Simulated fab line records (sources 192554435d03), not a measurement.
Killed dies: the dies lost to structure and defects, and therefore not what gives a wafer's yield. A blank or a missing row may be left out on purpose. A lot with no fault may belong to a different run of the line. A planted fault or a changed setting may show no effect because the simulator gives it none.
Chamber matching + flow n5Finfet + 4 sister chambers for N5_HKMG_FIN_STRIP_92 on rieDiel-01
The step strips SOC in N2/H2, time 20 s. 18 wafers are shown with their chamber, then 9 later ones without.

## WAFERS WITH THEIR CHAMBER
| wafer  | chamber | showerheadPlenumPTorr (Torr) | drypumpMotorCurrentA (A) | oesProductAu (a.u.) |
|--------|---------|------------------------------|--------------------------|---------------------|
| L079.2 | 0       | 3.48                         | 5.13                     | 0.94                |
| L079.4 | 2       | 3.20                         | 5.82                     | 0.69                |
| L079.6 | 2       | 3.20                         | 5.87                     | 0.69                |
| L080.4 | 2       | 3.20                         | 5.86                     | 0.69                |
| L080.5 | 0       | 3.48                         | 5.14                     | 0.94                |
| L080.6 | 3       | 3.41                         | 5.58                     | 0.87                |
| L081.1 | 1       | 3.50                         | 5.57                     | 0.74                |
| L081.2 | 2       | 3.20                         | 5.84                     | 0.68                |
| L081.5 | 0       | 3.48                         | 5.14                     | 0.94                |
| L082.1 | 0       | 3.48                         | 5.13                     | 0.93                |
| L082.3 | 3       | 3.41                         | 5.55                     | 0.86                |
| L082.5 | 3       | 3.41                         | 5.57                     | 0.86                |
| L085.1 | 1       | 3.49                         | 5.57                     | 0.73                |
| L085.4 | 0       | 3.48                         | 5.16                     | 0.91                |
| L085.5 | 1       | 3.49                         | 5.57                     | 0.73                |
| L089.2 | 0       | 3.47                         | 5.13                     | 0.92                |
| L089.4 | 3       | 3.41                         | 5.55                     | 0.83                |
| L089.6 | 0       | 3.47                         | 5.14                     | 0.91                |

SIGNATURES (averages over the wafers above)
| reading               | chamber 0 | chamber 1 | chamber 2 | chamber 3 | scatter within a chamber |
|-----------------------|-----------|-----------|-----------|-----------|--------------------------|
| showerheadPlenumPTorr | 3.4771    | 3.4933    | 3.2000    | 3.4100    | 0.00387                  |
| drypumpMotorCurrentA  | 5.1386    | 5.5700    | 5.8475    | 5.5625    | 0.0142                   |
| oesProductAu          | 0.9271    | 0.7333    | 0.6875    | 0.8550    | 0.0125                   |
Rule: a wafer's distance from a chamber is the root of the sum, over the readings, of the square of ((its reading less the chamber's mean) divided by the reading's scatter). The wafer belongs to the nearest chamber; if the next one is less than 2 further off, it can't be placed. The scatter: the root of (the sum of the squares of (reading less its chamber's mean) over the shown wafers, divided by (wafers less chambers)).

## WAFERS WHOSE CHAMBER IS MISSING
| wafer  | showerheadPlenumPTorr (Torr) | drypumpMotorCurrentA (A) | oesProductAu (a.u.) |
|--------|------------------------------|--------------------------|---------------------|
| L092.3 | 3.49                         | 5.59                     | 0.72                |
| L092.4 | 3.47                         | 5.13                     | 0.91                |
| L092.5 | 3.18                         | 5.88                     | 0.67                |
| L093.2 | 3.47                         | 5.14                     | 0.90                |
| L093.4 | 3.40                         | 5.56                     | 0.82                |
| L093.5 | 3.49                         | 5.58                     | 0.73                |
| L095.1 | 3.18                         | 5.88                     | 0.66                |
| L095.4 | 3.49                         | 5.57                     | 0.72                |
| L095.5 | 3.18                         | 5.85                     | 0.66                |

## EACH ONE'S CHAMBER
| wafer  | from the rows above | in truth |
|--------|---------------------|----------|
| L092.3 | 1                   | 1        |
| L092.4 | 0                   | 0        |
| L092.5 | 2                   | 2        |
| L093.2 | 0                   | 0        |
| L093.4 | 3                   | 3        |
| L093.5 | 1                   | 1        |
| L095.1 | 2                   | 2        |
| L095.4 | 1                   | 1        |
| L095.5 | 2                   | 2        |
9 of 9 placed correctly. Left unplaced by these rows: 0. Wrongly placed: 0.
